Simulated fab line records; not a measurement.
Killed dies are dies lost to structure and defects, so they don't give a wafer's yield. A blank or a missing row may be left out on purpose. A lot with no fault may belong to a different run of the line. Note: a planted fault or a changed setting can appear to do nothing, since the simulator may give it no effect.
fab line records    flow n5_finfet
[record] lots = 11  wafers = 33  last_day = 20
route steps=1938 shown PMOS_HMC_CHANNEL_EPI@89 FIN_SAQP@98 BEOL_M4@1111 PASSIVATION@1936
lots that met no fault: from a run of the same line without faults
start_h: start of the lot's first displayed wafer, in hours after the record's first day    wait_h: how many hours have passed since the lot's step before this one    " as in the row above    L1.1+2: a single row standing in for several wafers    - no value present, or no start provided    * or withheld: withheld    < > ~ a bound
route shown NAME@n: NAME is a module with steps in the file, n the number in the route of the first one    usual: average and standard deviation across the fault-free wafers    same: alike in all rows    chamber/n: place in a boat    sites: the reading at each site    _std_site: the standard deviation of these    _edge_site: the outer-site mean with the inner-site mean subtracted    radius_mm: for every site, how far away it sits from the centre of the wafer    mask NAME#n: copy n    behind: the most recent tool/chamber to have shaped the wafer    hold: why the lot went on hold/how many hours it stayed there/how the hold came to an end    device: names the non-switching transistor (n, p or np)    end of line: tests of these same wafers at the route's end    a step without rows: its recipe alone    killed: count of dies lost to structure and defects at first sort (not the wafer's yield)    map: per-die view of a wafer (x killed, . not killed, _ where there is no die)
set.NAME: the run value of the setting; set.NAME@STEP: its run value at that earlier step    model.NAME: the simulator's own value behind a step, which no gauge read
one table for each step of the route and one row for each wafer, over a sample of lots
services: a tool's chamber out of use, with start hour (start_h, from the record's first day; less than 0 if before it), hours out, and reason
[[steps]]
[step N5_PMOS_HMC_CHANNEL_EPI_INSPECT_30]
[recipe] inspect_instrument = darkfield  mode = post_epi
[usual] raw_defect_count = 18/6
lot.wafer  tool               chamber  start_h  wait_h  raw_defect_count
L344.1     defect_inspect-02  -        20.30    0.0     9
L344.5     "                  -        "        "       24
L344.6     "                  -        "        "       21
L345.3     defect_inspect-01  -        26.68    0.0     26
L345.4     "                  -        "        "       22
L345.6     "                  -        "        "       14
L346.1     defect_inspect-02  -        32.46    0.0     13
L346.5     "                  -        "        "       18
L346.6     "                  -        "        "       25
L347.2     defect_inspect-02  -        38.85    0.0     18
L347.3     "                  -        "        "       13
L347.6     "                  -        "        "       26
L348.1     defect_inspect-01  -        45.09    0.1     13
L348.2     "                  -        "        "       13
L348.4     "                  -        "        "       19
L354.2     defect_inspect-02  -        79.96    0.0     24
L354.3     "                  -        "        "       25
L354.6     "                  -        "        "       19
L355.1     defect_inspect-01  -        86.81    0.0     17
L355.4     "                  -        "        "       22
L355.5     "                  -        "        "       27
L363.1     defect_inspect-01  -        134.32   0.0     23
L363.3     "                  -        "        "       19
L363.4     "                  -        "        "       17
L364.1     defect_inspect-01  -        140.06   0.0     9
L364.4     "                  -        "        "       16
L364.6     "                  -        "        "       13
L366.3     defect_inspect-01  -        152.07   0.0     17
L366.4     "                  -        "        "       18
L366.5     "                  -        "        "       25
L367.3     defect_inspect-02  -        158.47   0.0     13
L367.4     "                  -        "        "       9
L367.6     "                  -        "        "       12
[step N5_FIN_SAQP_PECVD_47]
[recipe] material = a-Si  target_thk_a = 450  temp_c = 400  precursor = SiH4/He  pressure_torr = 3  rf_w = 100  time_s = 36.3
[usual] heater_power_w = 938/74  rf_fwd_power_W = 99.0/0.42  showerhead_plenum_p_Torr = 5.63/0.064  throttle_valve_pct = 18.1/0.98
lot.wafer  tool      chamber  start_h  wait_h  heater_power_w  rf_fwd_power_W  showerhead_plenum_p_Torr  throttle_valve_pct
L344.1     pecvd-03  2        20.98    0.0     866             99.1            5.51                      17.8
L344.5     "         2        "        "       874             99.0            5.51                      17.5
L344.6     "         1        "        "       874             98.7            5.63                      18.1
L345.3     pecvd-01  0        27.42    0.0     959             98.7            5.68                      16.9
L345.4     "         2        "        "       940             99.3            5.55                      20.4
L345.6     "         0        "        "       939             98.4            5.67                      17.0
L346.1     pecvd-03  0        33.14    0.0     1024            99.0            5.68                      18.4
L346.5     "         2        "        "       857             99.1            5.52                      17.6
L346.6     "         1        "        "       949             99.6            5.62                      18.4
L347.2     pecvd-03  2        39.52    0.0     927             99.3            5.52                      17.6
L347.3     "         1        "        "       916             98.8            5.64                      18.2
L347.6     "         2        "        "       938             99.1            5.52                      17.7
L348.1     pecvd-03  0        45.92    0.0     1052            99.0            5.68                      18.7
L348.2     "         1        "        "       988             98.5            5.66                      18.3
L348.4     "         0        "        "       1063            99.7            5.68                      18.8
L354.2     pecvd-03  1        80.63    0.0     896             99.0            5.65                      18.1
L354.3     "         2        "        "       858             99.9            5.52                      17.6
L354.6     "         2        "        "       884             99.7            5.53                      17.8
L355.1     pecvd-03  0        87.48    0.0     1027            99.5            5.67                      18.4
L355.4     "         0        "        "       1018            99.7            5.69                      18.8
L355.5     "         2        "        "       931             99.3            5.53                      17.6
L363.1     pecvd-03  2        135.26   0.0     958             98.9            5.52                      17.8
L363.3     "         0        "        "       923             99.4            5.68                      18.5
L363.4     "         0        "        "       959             98.5            5.68                      18.6
L364.1     pecvd-01  0        140.81   0.0     1042            98.8            5.67                      16.9
L364.4     "         2        "        "       814             99.1            5.56                      20.2
L364.6     "         0        "        "       1039            98.5            5.67                      16.9
L366.3     pecvd-02  1        153.51   0.0     1063            98.8            5.71                      17.8
L366.4     "         0        "        "       824             98.3            5.63                      17.0
L366.5     "         1        "        "       1025            99.7            5.71                      17.8
L367.3     pecvd-02  1        159.13   0.0     987             99.6            5.71                      17.8
L367.4     "         2        "        "       912             99.4            5.71                      16.2
L367.6     "         1        "        "       993             99.3            5.71                      17.7
[step N5_FIN_SAQP_COAT_50]
[recipe] resist = SiARC  temp_c = 220  time_s = 60  spin_rpm = 1500  resist_thk_nm = 35
[usual] spin_speed_rpm = 1500.1/0.96
lot.wafer  tool            chamber  start_h  wait_h  spin_speed_rpm
L344.1     litho_track-05  0        21.26    -       1500.8
L344.5     "               0        "        "       1502.7
L344.6     "               0        "        "       1499.7
L345.3     litho_track-01  0        27.71    -       1498.5
L345.4     "               0        "        "       1501.1
L345.6     "               0        "        "       1501.4
L346.1     litho_track-01  0        33.43    -       1501.1
L346.5     "               0        "        "       1500.3
L346.6     "               0        "        "       1500.3
L347.2     litho_track-04  0        39.81    -       1498.8
L347.3     "               0        "        "       1499.4
L347.6     "               0        "        "       1499.2
L348.1     litho_track-04  0        46.27    -       1500.7
L348.2     "               0        "        "       1501.2
L348.4     "               0        "        "       1502.5
L354.2     litho_track-04  0        80.91    -       1536.8
L354.3     "               0        "        "       1535.9
L354.6     "               0        "        "       1534.7
L355.1     litho_track-04  0        87.77    -       1535.5
L355.4     "               0        "        "       1537.3
L355.5     "               0        "        "       1536.3
L363.1     litho_track-01  0        135.55   -       1500.2
L363.3     "               0        "        "       1497.8
L363.4     "               0        "        "       1498.7
L364.1     litho_track-01  0        141.16   -       1499.5
L364.4     "               0        "        "       1499.6
L364.6     "               0        "        "       1498.9
L366.3     litho_track-04  0        153.82   -       1499.2
L366.4     "               0        "        "       1500.5
L366.5     "               0        "        "       1499.8
L367.3     litho_track-01  0        159.42   -       1499.9
L367.4     "               0        "        "       1499.7
L367.6     "               0        "        "       1499.0
[step N5_FIN_SAQP_CD_MEAS_16]
[recipe] target_cd_nm = 35.6  landing_energy_ev = 500  detector = se_inlens
[usual] cd_nm = 35.6/0.35
lot.wafer  tool       chamber  start_h  wait_h  cd_nm
L344.1     cd_sem-03  0        21.63    -       35.6
L344.5     "          0        "        "       35.5
L344.6     "          0        "        "       35.5
L345.3     cd_sem-02  0        27.96    -       35.4
L345.4     "          0        "        "       35.4
L345.6     "          0        "        "       34.8
L346.1     cd_sem-02  0        33.67    -       36.2
L346.5     "          0        "        "       35.8
L346.6     "          0        "        "       35.8
L347.2     cd_sem-02  0        40.05    -       35.4
L347.3     "          0        "        "       35.8
L347.6     "          0        "        "       35.7
L348.1     cd_sem-03  0        46.51    -       35.4
L348.2     "          0        "        "       36.2
L348.4     "          0        "        "       35.4
L354.2     cd_sem-02  0        81.28    -       35.5
L354.3     "          0        "        "       35.7
L354.6     "          0        "        "       35.7
L355.1     cd_sem-02  0        88.14    -       35.5
L355.4     "          0        "        "       35.9
L355.5     "          0        "        "       35.7
L363.1     cd_sem-02  0        135.92   -       35.7
L363.3     "          0        "        "       36.1
L363.4     "          0        "        "       35.9
L364.1     cd_sem-01  0        141.40   -       35.7
L364.4     "          0        "        "       35.7
L364.6     "          0        "        "       35.4
L366.3     cd_sem-01  0        154.19   -       35.7
L366.4     "          0        "        "       35.6
L366.5     "          0        "        "       35.2
L367.3     cd_sem-03  0        159.67   -       35.2
L367.4     "          0        "        "       35.8
L367.6     "          0        "        "       35.5
[step N5_BEOL_M4_RC_MEAS_101]
[usual] DIBL_N = 37.0/1.6  DIBL_P = 37.0/2.1  IOFF_N = 0.17/0.032  IOFF_P = 0.22/0.043  ION_N = 679/13  ION_P = 465/9.5  SS_N = 71.7/0.59  SS_P = 73.6/0.64  VT_N = 249/3.2  VT_P = -249/4.1
lot.wafer  tool       chamber  start_h  wait_h  DIBL_N[mV/V]  DIBL_P[mV/V]  IOFF_N[nA/um]  IOFF_P[nA/um]  ION_N[uA/um]  ION_P[uA/um]  SS_N[mV/dec]  SS_P[mV/dec]  VT_N[mV]  VT_P[mV]
L345.3     prober-01  0        229.90   0.3     36.1          36.0          0.16           0.21           678           468           71.3          73.6          247       -248
L345.4     "          0        "        "       37.5          37.2          0.19           0.23           689           465           71.9          73.3          245       -249
L345.6     "          0        "        "       37.3          38.1          0.18           0.24           684           471           71.9          73.5          245       -250
L344.1     prober-01  0        237.33   0.0     36.1          34.2          0.13           0.17           663           454           71.3          73.7          252       -257
L344.5     "          0        "        "       37.7          34.9          0.15           0.18           662           453           71.9          73.6          252       -256
L344.6     "          0        "        "       35.1          34.2          0.12           0.17           656           450           72.3          73.1          257       -255
L348.1     prober-02  0        237.69   0.0     39.1          40.2          0.24           0.30           680           467           72.0          74.4          245       -247
L348.2     "          0        "        "       34.8          35.0          0.13           0.19           659           463           71.8          73.2          254       -249
L348.4     "          0        "        "       36.4          37.1          0.18           0.23           685           468           72.3          73.3          250       -248
L346.1     prober-01  0        239.38   0.0     37.1          37.7          0.15           0.20           663           453           72.1          74.2          252       -254
L346.5     "          0        "        "       36.9          37.9          0.15           0.20           678           467           71.6          74.0          253       -254
L346.6     "          0        "        "       35.1          35.9          0.13           0.19           679           467           71.2          73.1          253       -250
L347.2     prober-02  0        255.41   0.2     39.7          40.1          0.21           0.25           700           472           72.9          74.7          248       -249
L347.3     "          0        "        "       36.7          36.3          0.14           0.18           675           464           71.8          73.7          254       -253
L347.6     "          0        "        "       38.7          38.5          0.18           0.22           689           468           72.4          74.1          248       -253
L354.2     prober-01  0        289.23   0.2     37.5          38.7          0.18           0.22           673           464           71.7          74.2          248       -253
L354.3     "          0        "        "       36.7          37.8          0.17           0.20           681           461           71.0          73.7          248       -253
L354.6     "          0        "        "       35.6          38.1          0.15           0.19           673           457           71.5          73.7          250       -255
L355.1     prober-01  0        319.78   0.0     34.2          35.3          0.12           0.20           660           456           70.2          74.0          254       -250
L355.4     "          0        "        "       38.7          39.0          0.20           0.26           683           473           72.5          74.5          249       -246
L355.5     "          0        "        "       36.4          38.1          0.16           0.24           675           469           71.5          74.5          248       -248
L363.1     prober-02  0        343.28   0.0     35.7          35.7          0.15           0.22           668           463           72.1          73.2          249       -248
L363.3     "          0        "        "       37.2          38.3          0.19           0.26           687           472           72.0          73.7          248       -247
L363.4     "          0        "        "       36.7          36.9          0.16           0.21           670           458           71.7          74.2          252       -249
L364.1     prober-01  0        367.91   0.0     36.6          36.5          0.17           0.20           679           456           71.8          73.6          247       -254
L364.4     "          0        "        "       34.4          34.2          0.13           0.17           667           457           70.5          72.9          251       -253
L364.6     "          0        "        "       34.6          34.8          0.14           0.18           679           464           70.6          73.1          251       -252
L366.3     prober-02  0        375.05   0.3     38.4          39.5          0.22           0.32           700           492           71.9          74.2          243       -240
L366.4     "          0        "        "       39.6          40.4          0.26           0.36           719           489           72.6          75.2          241       -240
L366.5     "          0        "        "       39.7          40.2          0.25           0.35           707           487           72.2          74.7          242       -238
L367.3     prober-01  0        377.48   0.3     35.9          33.4          0.13           0.17           649           447           71.5          72.9          253       -255
L367.4     "          0        "        "       35.7          34.1          0.14           0.18           667           449           71.5          73.3          248       -253
L367.6     "          0        "        "       36.5          36.1          0.16           0.22           661           460           72.2          73.4          249       -251
[step N5_PASSIVATION_PROBE_49]
[usual] defect_limited_yield = 91.2/1.6  killed_at_M0_to_M3 = 33/11  killed_at_M4_up = 14/5  killed_at_contacts = 12/5.8  killed_at_front_end = 41/12  killed_at_other = 3.5/2.9  killed_dies = 104/19  killed_open = 68/14  killed_short = 34/8.8  sort_bin_4_leakage = 0.00/0.017  sort_bin_5_function = 5.2/1.1  sort_bin_6_memory = 3.2/0.71  sort_bin_8_speed = 0.00/0.0071  sort_n_pass = 1076/19  sort_yield_pct = 91.2/1.6
[same] gross_dies = 1180  killed_at_back_side = 0
lot.wafer  tool       chamber  start_h  wait_h  defect_limited_yield[%]  killed_at_M0_to_M3  killed_at_M4_up  killed_at_contacts  killed_at_front_end  killed_at_other  killed_dies  killed_open  killed_short  sort_bin_4_leakage[%]  sort_bin_5_function[%]  sort_bin_6_memory[%]  sort_bin_8_speed[%]  sort_n_pass  sort_yield_pct[%]
L344.1     prober-01  -        344.71   0.5     92.9                     15                  19               10                  36                   4                84           53           31            0                      4.2                     2.7                   0                    1096         92.9
L344.5     prober-01  -        344.91   0.7     92.7                     36                  11               11                  26                   2                86           57           27            0                      4.4                     2.5                   0                    1094         92.7
L344.6     prober-01  -        344.96   0.7     91.9                     27                  15               21                  32                   0                95           70           25            0                      5.2                     2.8                   0                    1085         91.9
L347.2     prober-01  -        362.87   0.1     92.7                     25                  20               19                  21                   1                86           60           25            0                      4.0                     3.1                   0                    1094         92.7
L347.3     prober-01  -        362.92   0.1     91.8                     32                  9                29                  27                   0                97           71           26            0                      4.7                     3.2                   0                    1083         91.8
L347.6     prober-01  -        363.07   0.3     91.3                     35                  22               19                  24                   3                103          72           31            0                      5.3                     3.2                   0                    1077         91.3
L355.1     prober-01  -        423.00   0.0     91.8                     34                  12               1                   49                   1                97           50           41            0                      4.4                     3.1                   0                    1083         91.8
L355.4     prober-01  -        423.15   0.2     92.2                     20                  19               10                  43                   0                92           51           37            0                      4.4                     3.0                   0                    1088         92.2
L355.5     prober-01  -        423.20   0.2     92.3                     37                  16               5                   28                   5                91           58           33            0                      5.0                     2.4                   0                    1089         92.3
L363.1     prober-02  -        452.80   0.0     91.3                     26                  12               19                  43                   3                103          60           43            0                      4.9                     3.2                   0                    1077         91.3
L363.3     prober-02  -        452.90   0.1     94.1                     7                   18               9                   36                   0                70           36           34            0                      3.1                     2.6                   0                    1110         94.1
L363.4     prober-02  -        452.95   0.2     91.6                     24                  12               13                  47                   3                99           72           27            0                      4.9                     3.1                   0                    1081         91.6
L364.1     prober-01  -        468.90   0.0     90.6                     53                  9                20                  24                   5                111          74           37            0                      5.5                     3.8                   0                    1069         90.6
L364.4     prober-01  -        469.05   0.2     92.5                     24                  8                18                  31                   8                89           68           20            0                      4.6                     2.9                   0                    1091         92.5
L364.6     prober-01  -        469.15   0.3     90.2                     41                  12               4                   56                   3                116          90           26            0                      6.0                     3.6                   0                    1064         90.2
// killed by level:class
L344.1 BEOL_M4:geometric_particle:open=10 FIN_SAQP:geometric_particle:open=6 STI_FIN_REVEAL:geometric_particle:open=6 MOL_CONTACT_COAG:geometric_particle:open=6 FIN_SAQP:geometric_particle:short=5 MOL_CONTACT_COAG:geometric_particle:short=4 BEOL_M0_SAQP:geometric_particle:short=4 STARTING-WAFER:geometric_particle:open=4
L344.5 BEOL_M2:geometric_particle:open=13 BEOL_M3:geometric_particle:open=12 MOL_CONTACT_COAG:geometric_particle:open=7 STI_FIN_REVEAL:geometric_particle:open=5 FIN_SAQP:geometric_particle:short=4 BEOL_M4:geometric_particle:short=4 FIN_SAQP:geometric_particle:open=3 GATE_CUT:geometric_particle:open=3
L344.6 MOL_CONTACT_COAG:geometric_particle:open=18 FIN_SAQP:geometric_particle:open=12 BEOL_M2:geometric_particle:open=8 FIN_SAQP:geometric_particle:short=5 STI_FIN_REVEAL:geometric_particle:open=5 BEOL_M1:geometric_particle:open=5 BEOL_M3:geometric_particle:open=5 GATE_CUT:geometric_particle:short=4
L347.2 MOL_CONTACT_COAG:geometric_particle:open=14 BEOL_M4:geometric_particle:open=11 BEOL_M0_SAQP:geometric_particle:short=8 BEOL_M1:geometric_particle:open=7 GATE_CUT:geometric_particle:short=6 BEOL_M0_SAQP:geometric_particle:open=6 STARTING-WAFER:geometric_particle:open=5 STI_FIN_REVEAL:geometric_particle:open=4
L347.3 MOL_CONTACT_COAG:geometric_particle:open=20 STI_FIN_REVEAL:geometric_particle:open=11 BEOL_M1:geometric_particle:open=10 MOL_CONTACT_COAG:geometric_particle:short=9 BEOL_M0_SAQP:geometric_particle:open=7 BEOL_M2:geometric_particle:open=7 BEOL_M4:geometric_particle:open=5 FIN_SAQP:geometric_particle:open=4
L347.6 MOL_CONTACT_COAG:geometric_particle:open=12 BEOL_M4:geometric_particle:open=11 BEOL_M0_SAQP:geometric_particle:short=9 MOL_CONTACT_COAG:geometric_particle:short=7 BEOL_M0_SAQP:geometric_particle:open=7 FIN_SAQP:geometric_particle:open=6 BEOL_M1:geometric_particle:open=5 BEOL_M5:geometric_particle:open=5
L355.1 FIN_SAQP:geometric_particle:short=15 BEOL_M0_SAQP:geometric_particle:short=9 BEOL_M2:geometric_particle:open=9 FIN_SAQP:geometric_particle:open=7 GATE_CUT:geometric_particle:short=5 BEOL_M0_SAQP:geometric_particle:open=5 BEOL_M4:geometric_particle:open=5 STI_FIN_REVEAL:geometric_particle:open=4
L355.4 FIN_SAQP:geometric_particle:short=13 FIN_SAQP:geometric_particle:open=12 MOL_CONTACT_COAG:geometric_particle:open=7 BEOL_M4:geometric_particle:open=7 BEOL_M0_SAQP:geometric_particle:open=4 STI_FIN_REVEAL:geometric_particle:open=3 DUMMY_GATE:geometric_particle:short=3 DUMMY_GATE:geometric_particle:open=3
L355.5 FIN_SAQP:geometric_particle:open=12 BEOL_M0_SAQP:geometric_particle:open=8 BEOL_M3:geometric_particle:open=8 BEOL_M0_SAQP:geometric_particle:short=7 BEOL_M4:geometric_particle:short=6 BEOL_M4:geometric_particle:open=5 BEOL_M1:geometric_particle:open=5 MOL_CONTACT_COAG:geometric_particle:open=4
L363.1 FIN_SAQP:geometric_particle:open=11 MOL_CONTACT_COAG:geometric_particle:open=11 FIN_SAQP:geometric_particle:short=8 MOL_CONTACT_COAG:geometric_particle:short=8 BEOL_M2:geometric_particle:open=5 DUMMY_GATE:geometric_particle:open=5 GATE_CUT:geometric_particle:short=5 BEOL_M4:geometric_particle:open=5
L363.3 FIN_SAQP:geometric_particle:short=8 BEOL_M4:geometric_particle:open=8 MOL_CONTACT_COAG:geometric_particle:open=7 STI_FIN_REVEAL:geometric_particle:open=5 FIN_SAQP:geometric_particle:open=4 GATE_CUT:geometric_particle:short=4 BEOL_M4:geometric_particle:short=4 STARTING-WAFER:geometric_particle:short=4
L363.4 STI_FIN_REVEAL:geometric_particle:open=14 MOL_CONTACT_COAG:geometric_particle:open=12 DUMMY_GATE:geometric_particle:open=7 GATE_CUT:geometric_particle:short=6 FIN_SAQP:geometric_particle:open=5 BEOL_M3:geometric_particle:open=5 FIN_SAQP:geometric_particle:short=4 BEOL_M0_SAQP:geometric_particle:open=4
L364.1 BEOL_M0_SAQP:geometric_particle:open=19 BEOL_M0_SAQP:geometric_particle:short=16 MOL_CONTACT_COAG:geometric_particle:open=15 BEOL_M2:geometric_particle:open=7 BEOL_M4:geometric_particle:open=6 DUMMY_GATE:geometric_particle:open=5 MOL_CONTACT_COAG:geometric_particle:short=5 BEOL_M3:geometric_particle:open=4
L364.4 STI_FIN_REVEAL:geometric_particle:open=15 MOL_CONTACT_COAG:geometric_particle:open=15 BEOL_M1:geometric_particle:open=12 BEOL_M2:geometric_particle:open=5 FIN_SAQP:geometric_particle:short=3 DUMMY_GATE:geometric_particle:open=3 MOL_CONTACT_COAG:geometric_particle:short=3 BEOL_M4:geometric_particle:open=3
L364.6 STI_FIN_REVEAL:geometric_particle:open=35 BEOL_M0_SAQP:geometric_particle:open=11 BEOL_M0_SAQP:geometric_particle:short=10 BEOL_M1:geometric_particle:open=7 FIN_SAQP:geometric_particle:open=5 BEOL_M2:geometric_particle:open=5 FIN_SAQP:geometric_particle:short=4 BEOL_M0:geometric_particle:open=4
[[services]]
tool            chamber  start_h  hours  kind
pecvd-03        1        40.07    2.1    scheduled_down
pecvd-03        2        44.54    2.1    scheduled_down
pecvd-03        -        46.93    1.7    repair
pecvd-02        2        75.61    2.1    scheduled_down
pecvd-03        0        110.22   5.5    scheduled_down
pecvd-02        -        111.59   2.0    repair
litho_track-05  -        118.35   -      consumable_replace:filter
litho_track-04  -        134.37   -      consumable_replace:filter
pecvd-01        1        140.93   -      clean
pecvd-01        1        140.93   29.5   scheduled_down
pecvd-01        1        140.93   29.5   vent_cycle
pecvd-02        2        142.02   5.5    scheduled_down
pecvd-03        1        147.98   5.6    repair
pecvd-01        -        157.60   3.4    repair
[[key]]
[first_sign] step = N5_FIN_SAQP_COAT_50  reading = spin_speed_rpm  direction = up  sigmas = 37  usual = *  struck = *
effect none on later readings
met_at N5_FIN_SAQP_COAT_50
struck_lots L354,L355
not_acting_at N5_PMOS_HMC_CHANNEL_EPI_INSPECT_30,N5_FIN_SAQP_PECVD_47,N5_FIN_SAQP_CD_MEAS_16
onset_between 46.27 80.91
[fault] kind = process_parameter_drift  tool = litho_track-04  chamber = -  onset_h = 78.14  steps = N5_FIN_SAQP_COAT_50  channel = spin_rpm  offset = *  shape = step  end_h = 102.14  acts_in = *  stated = *
